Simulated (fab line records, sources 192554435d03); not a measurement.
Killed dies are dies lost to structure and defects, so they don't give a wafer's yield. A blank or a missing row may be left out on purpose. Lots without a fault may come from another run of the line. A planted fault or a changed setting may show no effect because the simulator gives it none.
Chamber matching | flow n5_finfet | N5_BEOL_M12_DEP_53 on pecvd-01: 3 sister chambers
The step deposits SiCN from 3MS/NH3, target thk 30 nm, time 10.5 s. 6 wafers are shown with their chamber, then 10 later ones without.

WAFERS WITH THEIR CHAMBER
wafer  | chamber | showerhead_vpp_V (V) | throttle_valve_pct (%)
L085.3 | 1       | 1684                 | 17.4
L089.4 | 1       | 1665                 | 17.9
L089.5 | 2       | 1578                 | 16.5
L089.6 | 0       | 1543                 | 16.7
L088.2 | 0       | 1543                 | 16.9
L088.5 | 2       | 1618                 | 16.9

WAFERS WITHOUT THEIR CHAMBER
wafer  | showerhead_vpp_V (V) | throttle_valve_pct (%)
L088.6 | 1688                 | 17.1
L090.1 | 1687                 | 17.3
L090.2 | 1568                 | 16.5
L090.6 | 1620                 | 16.9
L094.1 | 1662                 | 17.3
L094.5 | 1627                 | 16.8
L094.6 | 1699                 | 17.3
L097.1 | 1580                 | 16.8
L097.3 | 1616                 | 16.9
L097.5 | 1583                 | 16.8

WHICH CHAMBER EACH WENT THROUGH
wafer  | from the rows above     | in truth
L088.6 | 1                       | 1
L090.1 | 1                       | 1
L090.2 | can't be placed: 0 or 2 | 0
L090.6 | 2                       | 2
L094.1 | 1                       | 1
L094.5 | 2                       | 2
L094.6 | 1                       | 1
L097.1 | can't be placed: 2 or 0 | 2
L097.3 | 2                       | 2
L097.5 | can't be placed: 2 or 0 | 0
Placed correctly: 7 of 10. Can't be placed from these rows: 3 (the true chamber is among the candidates in 3). Placed wrongly: 0.
How it was worked out, from the rows above alone: a wafer's distance from a chamber is the root of the sum, over the readings, of the square of ((its reading less the chamber's mean) divided by the reading's scatter). The wafer belongs to the nearest chamber; if the next one is less than 2 further off, it can't be placed. A chamber's mean is the mean of its shown wafers. The scatter: the root of (the sum of the squares of (reading less its chamber's mean) over the shown wafers, divided by (wafers less chambers)).
